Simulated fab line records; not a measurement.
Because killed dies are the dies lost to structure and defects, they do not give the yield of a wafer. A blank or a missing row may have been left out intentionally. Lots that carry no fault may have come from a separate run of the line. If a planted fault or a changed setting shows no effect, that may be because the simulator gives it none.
fab line records	flow nandHarc
record lots=6	wafers=18	lastDay=27
route steps=1302 shown A_CHANNEL_FILL_D1@492 END@1302
lots that met no fault: taken from a fault-free run of the same line
startH: hours from the record's opening day to when the first of the lot's shown wafers began	waitH: hours since the lot's step before	" same as the row above	L1.1+2: a single row standing in for several wafers	- value missing, or start not given	* or withheld: withheld	< > ~ a bound
route shown NAME@n: names a module that has steps shown in the file, with the first one's number in the route	usual: mean/standard deviation of fault-free wafers	same: alike in all rows	chamber/n: place in a boat	sites: each site's reading	_std_site: the standard deviation of these	_edge_site: mean of outer sites minus mean of inner sites	radiusMm: for every site, how far away it sits from the centre of the wafer	mask NAME#n: copy n	behind: tool/chamber where the wafer was last shaped	hold: the reason the lot was held/the length of the hold in hours/how it ended	device: the n, p or np transistor that did not switch	end of line: the same wafers' tests at the end of the route	where a step has no rows: the recipe by itself	killed: at the first sort, the dies lost to defects and structure; wafer yield is something else	map: shows each die of a wafer: x if killed, . if not, _ if none is there
set.NAME: setting as actually run; set.NAME@STEP: the setting as run at that earlier step	model.NAME: the simulator's own value behind a step, which no gauge read
a table for each step, a row for each wafer; lots at some steps of the route
services: the hour from which a tool's chamber was out of use, counted from the record's first day as startH (under 0 if before that day), plus the number of hours and why
## steps
# step NHARC_A_CHANNEL_FILL_D1_ALD_02
# recipe targetThkA=60	pulseTimeS=10	aldCycles=60	tempC=300	material=SiO2
# step NHARC_A_CHANNEL_FILL_D1_ALD_03
# recipe targetThkA=60	pulseTimeS=60	aldCycles=58	tempC=630	pressureTorr=2	material=SiNx
# usual precursorPulseHeightRel=0.999/0.021
lot.wafer	tool	chamber	startH	waitH	precursorPulseHeightRel
L970.1	aldSinBatch-01	0	-	-	0.987
L970.2	"	0	"	"	0.964
L970.3	"	0	"	"	1.026
L971.2	aldSinBatch-03	0	-	-	1.046
L971.3	"	0	"	"	1.026
L971.4	"	0	"	"	1.030
L974.2	aldSinBatch-02	0	-	-	0.985
L974.4	"	0	"	"	0.994
L974.5	"	0	"	"	0.990
L975.2	aldSinBatch-02	0	-	-	1.009
L975.4	"	0	"	"	1.005
L975.6	"	0	"	"	0.994
L977.2	aldSinBatch-01	0	-	-	0.990
L977.4	"	0	"	"	0.973
L977.6	"	0	"	"	0.981
L979.3	aldSinBatch-03	0	-	-	0.995
L979.5	"	0	"	"	1.025
L979.6	"	0	"	"	0.940
# step NHARC_A_CHANNEL_FILL_D1_ALD_14
# recipe targetThkA=25	pulseTimeS=10	aldCycles=25	tempC=300	material=SiO2
# usual heaterPowerW=470/62	precursorPulseHeightRel=1.001/0.021
lot.wafer	tool	chamber	startH	waitH	heaterPowerW	precursorPulseHeightRel
L970.2	aldHk-02	0	190.71	0.0	395	0.975
L970.3	"	1	"	"	398	1.010
L970.1	"	3	"	"	427	0.977
L971.2	aldHk-04	0	205.58	0.0	485	1.018
L971.3	"	1	"	"	450	1.032
L971.4	"	3	"	"	462	0.982
L975.2	aldHk-02	2	237.15	0.1	570	1.016
L975.4	"	3	"	"	437	1.009
L975.6	"	0	"	"	379	1.021
L974.2	aldHk-04	0	237.15	0.1	493	1.035
L974.4	"	1	"	"	462	0.990
L974.5	"	3	"	"	470	0.983
L977.2	aldHk-04	0	253.06	0.1	508	1.007
L977.4	"	1	"	"	457	1.001
L977.6	"	0	"	"	504	1.005
L979.3	aldHk-04	3	277.00	0.1	456	1.002
L979.6	"	3	"	"	444	1.008
L979.5	"	0	"	"	488	0.981
# step NHARC_A_CHANNEL_FILL_D1_ALD_15
# recipe targetThkA=20	pulseTimeS=60	aldCycles=19	tempC=630	pressureTorr=2	material=SiNx
# step NHARC_A_CHANNEL_FILL_D1_ALD_16
# recipe targetThkA=15	pulseTimeS=10	aldCycles=15	tempC=300	material=SiO2
# step NHARC_A_CHANNEL_FILL_D1_ANNEAL_17
# recipe tempC=850	timeS=1800
# step NHARC_A_CHANNEL_FILL_D1_CVD_18
# recipe targetThkA=30	tempC=550	material=poly-Si
# step NHARC_A_CHANNEL_FILL_D1_ETCHBACK_19
# recipe targetDepthA=50	timeS=1.7	hbrFlowSccm=150	cl2FlowSccm=50	rfW=400	icpW=400	biasW=100	chemistry=HBr/Cl2
# usual biasW=100.02/0.29	chamberPressureMTorr=15.000/0.013	drypumpMotorCurrentA=5.8/0.57	heBacksideLeakSccm=2.67/0.27	oesProductAu=0.998/0.012	throttleValvePct=26.406/0.009
lot.wafer	tool	chamber	startH	waitH	biasW	chamberPressureMTorr	drypumpMotorCurrentA	heBacksideLeakSccm	oesProductAu	rfHoursCounterH	throttleValvePct
L970.3	rieSi-05	2	208.61	0.4	99.86	14.989	6.5	3.25	0.988	0.46	26.421
L970.1	"	3	"	"	99.99	15.006	5.1	2.36	1.001	0.40	26.403
L970.2	"	0	"	"	100.01	15.031	5.0	2.45	0.990	0.40	26.412
L971.3	rieSi-05	3	224.69	0.4	99.93	15.003	5.1	2.31	0.997	0.46	26.412
L971.4	"	0	"	"	99.96	15.015	4.9	2.58	0.989	0.48	26.413
L971.2	"	2	"	"	100.16	15.008	6.5	2.42	0.979	0.53	26.407
L975.2	rieSi-05	3	254.19	0.4	100.71	15.008	5.1	2.36	0.990	0.60	26.415
L975.4	"	1	"	"	100.76	14.980	6.2	2.66	0.994	0.73	26.404
L975.6	"	2	"	"	99.89	15.016	6.5	3.21	0.975	-	26.412
L974.2	rieSi-01	1	254.20	0.4	100.23	14.989	5.9	2.93	1.025	0.30	26.389
L974.4	"	1	"	"	100.56	14.997	6.0	2.71	1.024	-	26.392
L974.5	"	1	"	"	100.10	14.971	6.0	2.86	1.028	-	26.403
L977.4	rieSi-01	2	274.48	0.4	99.61	15.000	6.2	3.20	1.006	0.51	26.406
L977.2	"	3	"	"	100.67	15.010	5.6	2.47	0.999	0.37	26.389
L977.6	"	1	"	"	99.99	15.005	6.0	2.86	1.007	-	26.408
L979.3	rieSi-05	3	293.96	0.4	100.00	15.011	5.1	2.38	0.995	0.85	26.396
L979.6	"	3	"	"	100.36	15.012	5.1	2.35	1.001	-	26.426
L979.5	"	0	"	"	99.94	15.003	4.9	2.36	0.995	-	26.399
# step NHARC_A_CHANNEL_FILL_D1_ETCHBACK_20
# recipe targetDepthA=270	timeS=13.5	c4f8FlowSccm=withheld	o2FlowSccm=8	arFlowSccm=withheld	rfW=600	biasW=1500	chemistry=C4F8/O2/Ar
# usual biasW=1500/4.9	chamberPressureMTorr=25.001/0.025	oesProductAu=0.96/0.04	rfVppV=976/6.8
lot.wafer	tool	chamber	startH	waitH	biasW	chamberPressureMTorr	oesProductAu	rfHoursCounterH	rfVppV
L970.1	rieDiel-12	2	208.73	-	1505	25.021	0.93	5.5	983
L970.2	"	3	"	"	1505	24.968	0.92	4.8	972
L970.3	"	0	"	"	1492	25.016	0.93	4.0	968
L971.4	rieDiel-12	1	224.81	-	1500	25.008	0.92	5.5	987
L971.3	"	3	"	"	1502	25.051	0.94	5.2	971
L971.2	"	0	"	"	1496	24.992	0.93	4.3	971
L975.2	rieDiel-09	3	254.30	-	1506	24.990	0.91	5.0	969
L975.4	"	1	"	"	1496	24.950	0.93	5.9	968
L975.6	"	3	"	"	1503	24.966	0.91	-	969
L974.4	rieDiel-12	3	254.39	-	1502	25.011	0.93	6.8	970
L974.2	"	0	"	"	1504	25.003	0.94	6.1	971
L974.5	"	2	"	"	1506	25.054	0.94	-	981
L977.2	rieDiel-11	3	274.65	-	1502	25.009	1.01	0.3	971
L977.4	"	1	"	"	1507	24.997	1.00	0.4	978
L977.6	"	0	"	"	1501	24.992	1.00	-	971
L979.3	rieDiel-12	2	294.10	-	1500	25.015	1.00	0.4	983
L979.6	"	0	"	"	1499	25.007	0.99	-	970
L979.5	"	1	"	"	1499	25.025	0.98	-	987
# step NHARC_A_CHANNEL_FILL_D1_STRIP_28
# recipe timeS=20	o2FlowSccm=500	arFlowSccm=0	biasW=0	chemistry=O2
# usual chamberPressureMTorr=60.00/0.061	drypumpMotorCurrentA=5.6/0.56	oesProductAu=0.998/0.0094	rfVppV=57.6/0.98	showerheadPlenumPTorr=3.48/0.17	throttleValvePct=17.038/0.009
# same biasW=0
lot.wafer	tool	chamber	startH	waitH	chamberPressureMTorr	drypumpMotorCurrentA	oesProductAu	rfHoursCounterH	rfVppV	showerheadPlenumPTorr	throttleValvePct
L970.1	rieDiel-12	2	208.82	0.1	59.86	6.0	1.002	5.5	58.6	3.63	17.014
L970.3	"	0	"	"	59.96	5.7	1.013	4.0	57.5	3.32	17.027
L970.2	"	1	"	"	59.99	5.2	0.989	5.2	58.0	3.76	17.062
L971.2	rieDiel-12	0	224.91	0.1	59.95	5.6	1.004	4.3	57.1	3.32	17.062
L971.3	"	1	"	"	60.06	5.2	0.990	5.5	57.9	3.76	17.030
L971.4	"	2	"	"	60.06	6.0	1.000	5.8	58.7	3.63	17.037
L975.2	rieDiel-09	0	254.40	0.1	59.99	5.7	0.991	5.8	59.4	3.70	17.054
L975.4	"	1	"	"	59.95	4.7	1.000	5.9	58.6	3.30	17.033
L975.6	"	3	"	"	59.93	5.1	0.991	-	55.4	3.31	17.036
L974.2	rieDiel-12	1	254.47	0.1	60.03	5.3	0.985	7.4	56.7	3.76	17.052
L974.4	"	2	"	"	60.00	6.0	1.013	7.0	59.0	3.63	17.030
L974.5	"	2	"	"	60.01	6.0	1.011	-	58.8	3.63	17.032
L977.2	rieDiel-11	1	274.74	0.1	59.96	5.6	0.982	0.4	59.6	3.53	17.034
L977.4	"	2	"	"	60.05	6.3	0.994	0.3	58.3	3.42	17.032
L977.6	"	2	"	"	59.95	6.3	0.995	-	55.8	3.42	17.022
L979.3	rieDiel-12	1	294.17	0.1	60.00	5.3	0.996	0.5	58.0	3.76	17.029
L979.6	"	1	"	"	60.05	5.3	0.985	-	59.8	3.76	17.028
L979.5	"	2	"	"	60.04	6.0	0.993	-	55.7	3.63	17.058
# step NHARC_A_CHANNEL_FILL_D1_PRECLEAN_21
# recipe timeS=30	chemistry=dHF
# step NHARC_A_CHANNEL_FILL_D1_SRD_23
# step NHARC_A_CHANNEL_FILL_D1_CVD_05
# recipe targetThkA=50	tempC=550	material=poly-Si
# usual spikeTcBottomC=571.6/2.9	spikeTcCentreC=550.9/1.3	zonePowerUpperPct=7.1/1.4
lot.wafer	tool	chamber	startH	waitH	spikeTcBottomC	spikeTcCentreC	zonePowerUpperPct
L970.1	lpcvdPoly-04	0	211.39	2.4	575.4	551.9	6.5
L970.2	"	0	"	"	574.3	553.5	6.5
L970.3	"	0	"	"	574.5	551.8	6.5
L971.2	lpcvdPoly-03	0	227.37	2.3	566.8	551.0	5.9
L971.3	"	0	"	"	569.9	549.0	5.9
L971.4	"	0	"	"	568.6	549.8	6.1
L974.2	lpcvdPoly-04	-	256.98	2.4	-	-	-
L974.4	"	-	"	"	-	-	-
L974.5	"	-	"	"	-	-	-
L975.2	lpcvdPoly-04	-	256.98	2.5	-	-	-
L975.4	"	-	"	"	-	-	-
L975.6	"	-	"	"	-	-	-
L977.2	lpcvdPoly-03	0	277.18	2.3	568.8	548.8	6.1
L977.4	"	0	"	"	569.2	549.8	5.9
L977.6	"	0	"	"	567.1	550.6	5.9
L979.3	lpcvdPoly-03	0	296.64	2.3	567.4	551.7	6.0
L979.5	"	0	"	"	566.6	552.3	5.9
L979.6	"	0	"	"	568.7	550.1	6.0
# step NHARC_A_CHANNEL_FILL_D1_ANNEAL_22
# recipe tempC=620	timeS=7200
# step NHARC_END_SORT_01
# recipe tempC=25
# usual killedAtArray=52/18	killedAtOther=0.6/0.83	killedAtPeriphery=4.3/2.8	killedDies=57/19	killedOpen=3.4/2	killedShort=2.5/1.7
# same grossDies=677
lot.wafer	tool	chamber	startH	waitH	killedAtArray	killedAtOther	killedAtPeriphery	killedDies	killedOpen	killedShort
L974.2	prober-02	0	589.19	2.8	671	2	4	677	2	1
L974.4	prober-02	0	590.79	3.4	668	0	9	677	4	2
L974.5	prober-02	0	591.60	3.7	674	0	3	677	1	3
L975.2	prober-02	0	597.02	2.8	676	0	1	677	6	2
L975.4	prober-02	0	598.63	3.4	674	0	3	677	0	6
L975.6	prober-02	0	600.24	4.0	674	1	2	677	3	2
# killed by level:class
L974.2 A_CHANNEL_FILL_D1:areaCvd=614 A_CHANNEL_HOLE_D1:chamberFilmFlake=33 A_SLIT:chamberFilmFlake=13 A_STAIRCASE:chamberFilmFlake=3 P_GATE:chamberFilmFlake=2 A_CHANNEL_HOLE_D2:chamberFilmFlake=2 A_CONTACT:chamberFilmFlake=2 HYBRID_BOND:chamberFilmFlake=2
L974.4 A_CHANNEL_FILL_D1:areaCvd=603 A_CHANNEL_HOLE_D1:chamberFilmFlake=36 A_SLIT:chamberFilmFlake=18 P_GATE:chamberFilmFlake=8 A_CHANNEL_HOLE_D2:chamberFilmFlake=3 A_CONTACT:chamberFilmFlake=2 P_CONTACT:geometricParticle:open=1 A_CHANNEL_FILL_D1:geometricParticle:short=1
L974.5 A_CHANNEL_FILL_D1:areaCvd=593 A_CHANNEL_HOLE_D1:chamberFilmFlake=41 A_SLIT:chamberFilmFlake=18 A_CONTACT:chamberFilmFlake=10 A_CHANNEL_HOLE_D2:chamberFilmFlake=5 A_CHANNEL_FILL_D1:geometricParticle:short=2 P_GATE:chamberFilmFlake=2 A_DECK1_JOINT:chamberFilmFlake=2
L975.2 A_CHANNEL_FILL_D1:areaCvd=614 A_CHANNEL_HOLE_D2:chamberFilmFlake=33 A_SLIT:chamberFilmFlake=14 A_STAIRCASE:chamberFilmFlake=3 A_BLC:geometricParticle:open=2 A_DECK1_JOINT:chamberFilmFlake=2 A_ONON_D1:geometricParticle:open=1 A_CHANNEL_HOLE_D1:geometricParticle:short=1
L975.4 A_CHANNEL_FILL_D1:areaCvd=618 A_CHANNEL_HOLE_D2:chamberFilmFlake=31 A_SLIT:chamberFilmFlake=16 A_CONTACT:chamberFilmFlake=2 P_GATE:geometricParticle:short=1 A_ONON_D1:geometricParticle:short=1 A_DECK1_JOINT:geometricParticle:short=1 A_ONON_D2:geometricParticle:short=1
L975.6 A_CHANNEL_FILL_D1:areaCvd=619 A_CHANNEL_HOLE_D2:chamberFilmFlake=34 A_SLIT:chamberFilmFlake=15 A_STAIRCASE:chamberFilmFlake=2 P_GATE:geometricParticle:short=1 A_CHANNEL_HOLE_D1:geometricParticle:short=1 A_CONTACT:geometricParticle:open=1 A_BLC:geometricParticle:open=1
# map L974.2 (x killed, . not)
____________x____________
_________xxxxxxx_________
_______xxxxxxxxxxx_______
______xxxxxxxxxxxxx______
_____xxxxxxxxxxxxxxx_____
____xxxxxxxxxxxxxxxxx____
____xxxxxxxxxxxxxxxxx____
___xxxxxxxxxxxxxxxxxxx___
___xxxxxxxxxxxxxxxxxxx___
__xxxxxxxxxxxxxxxxxxxxx__
__xxxxxxxxxxxxxxxxxxxxx__
_xxxxxxxxxxxxxxxxxxxxxxx_
_xxxxxxxxxxxxxxxxxxxxxxx_
_xxxxxxxxxxxxxxxxxxxxxxx_
_xxxxxxxxxxxxxxxxxxxxxxx_
_xxxxxxxxxxxxxxxxxxxxxxx_
xxxxxxxxxxxxxxxxxxxxxxxxx
xxxxxxxxxxxxxxxxxxxxxxxxx
xxxxxxxxxxxxxxxxxxxxxxxxx
xxxxxxxxxxxxxxxxxxxxxxxxx
xxxxxxxxxxxxxxxxxxxxxxxxx
_xxxxxxxxxxxxxxxxxxxxxxx_
_xxxxxxxxxxxxxxxxxxxxxxx_
_xxxxxxxxxxxxxxxxxxxxxxx_
_xxxxxxxxxxxxxxxxxxxxxxx_
_xxxxxxxxxxxxxxxxxxxxxxx_
__xxxxxxxxxxxxxxxxxxxxx__
__xxxxxxxxxxxxxxxxxxxxx__
___xxxxxxxxxxxxxxxxxxx___
___xxxxxxxxxxxxxxxxxxx___
____xxxxxxxxxxxxxxxxx____
____xxxxxxxxxxxxxxxxx____
_____xxxxxxxxxxxxxxx_____
______xxxxxxxxxxxxx______
_______xxxxxxxxxxx_______
_________xxxxxxx_________
____________x____________
# map L975.2 (x killed, . not)
____________x____________
_________xxxxxxx_________
_______xxxxxxxxxxx_______
______xxxxxxxxxxxxx______
_____xxxxxxxxxxxxxxx_____
____xxxxxxxxxxxxxxxxx____
____xxxxxxxxxxxxxxxxx____
___xxxxxxxxxxxxxxxxxxx___
___xxxxxxxxxxxxxxxxxxx___
__xxxxxxxxxxxxxxxxxxxxx__
__xxxxxxxxxxxxxxxxxxxxx__
_xxxxxxxxxxxxxxxxxxxxxxx_
_xxxxxxxxxxxxxxxxxxxxxxx_
_xxxxxxxxxxxxxxxxxxxxxxx_
_xxxxxxxxxxxxxxxxxxxxxxx_
_xxxxxxxxxxxxxxxxxxxxxxx_
xxxxxxxxxxxxxxxxxxxxxxxxx
xxxxxxxxxxxxxxxxxxxxxxxxx
xxxxxxxxxxxxxxxxxxxxxxxxx
xxxxxxxxxxxxxxxxxxxxxxxxx
xxxxxxxxxxxxxxxxxxxxxxxxx
_xxxxxxxxxxxxxxxxxxxxxxx_
_xxxxxxxxxxxxxxxxxxxxxxx_
_xxxxxxxxxxxxxxxxxxxxxxx_
_xxxxxxxxxxxxxxxxxxxxxxx_
_xxxxxxxxxxxxxxxxxxxxxxx_
__xxxxxxxxxxxxxxxxxxxxx__
__xxxxxxxxxxxxxxxxxxxxx__
___xxxxxxxxxxxxxxxxxxx___
___xxxxxxxxxxxxxxxxxxx___
____xxxxxxxxxxxxxxxxx____
____xxxxxxxxxxxxxxxxx____
_____xxxxxxxxxxxxxxx_____
______xxxxxxxxxxxxx______
_______xxxxxxxxxxx_______
_________xxxxxxx_________
____________x____________
## services
tool	chamber	startH	hours	kind
aldHk-02	-	170.00	10.0	pm
rieDiel-09	2	171.90	8.6	repair
rieDiel-12	0	173.99	-	clean
rieDiel-12	1	173.99	-	clean
rieDiel-12	2	173.99	-	clean
rieDiel-12	3	173.99	-	clean
rieSi-01	3	181.47	7.2	repair
rieSi-05	2	181.88	8.9	repair
rieSi-01	-	193.00	9.0	pm
aldSinBatch-01	-	197.64	5.5	repair
rieDiel-12	0	198.49	-	clean
rieDiel-12	1	198.49	-	clean
rieDiel-12	2	198.49	-	clean
rieDiel-12	2	232.34	4.2	repair
rieDiel-11	1	234.94	5.4	repair
rieSi-01	3	243.26	15.6	repair
rieSi-01	0	253.50	9.7	repair
rieDiel-11	-	255.50	9.0	pm
aldHk-04	-	261.63	10.0	pm
aldSinBatch-02	-	266.00	26.0	pm
lpcvdPoly-03	-	267.74	3.4	repair
rieDiel-12	-	268.40	9.0	pm
rieDiel-11	1	275.85	8.7	repair
rieDiel-09	1	278.77	8.3	repair
## key
firstSign step=NHARC_A_CHANNEL_FILL_D1_CVD_05	reading=toolRecord	direction=missing
effect step=NHARC_END_SORT_01	reading=killedAtArray	direction=up	sigmas=34	usual=52	struck=673
moreKillsBornAt NHARC_A_CHANNEL_FILL_D1_CVD_05@lpcvdPoly-04=3661
metAt NHARC_A_CHANNEL_FILL_D1_CVD_05
struckWafers L974.2,L974.4,L974.5,L975.2,L975.4,L975.6
laterRowsLeftOut L974.2,L974.4,L974.5,L975.2,L975.4,L975.6
testerLeftOut L974,L975
onsetBetween 211.39 256.98
fault kind=skippedStepWhole	tool=lpcvdPoly-04	chamber=-	onsetH=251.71	steps=NHARC_A_CHANNEL_FILL_D1_CVD_05	scope=struckLotsOnly
# testerLeftOut: of these lots the tester's yield and bins aren't shown, on N5 and GAA mostly nor the transistor test; their killed dies are dies lost to structure and defects alone, not to doping, threshold or leakage, so they don't give the yield
# laterRowsLeftOut: the simulator's readings of these wafers behind a module that went badly wrong aren't trusted and aren't shown, but for the sort
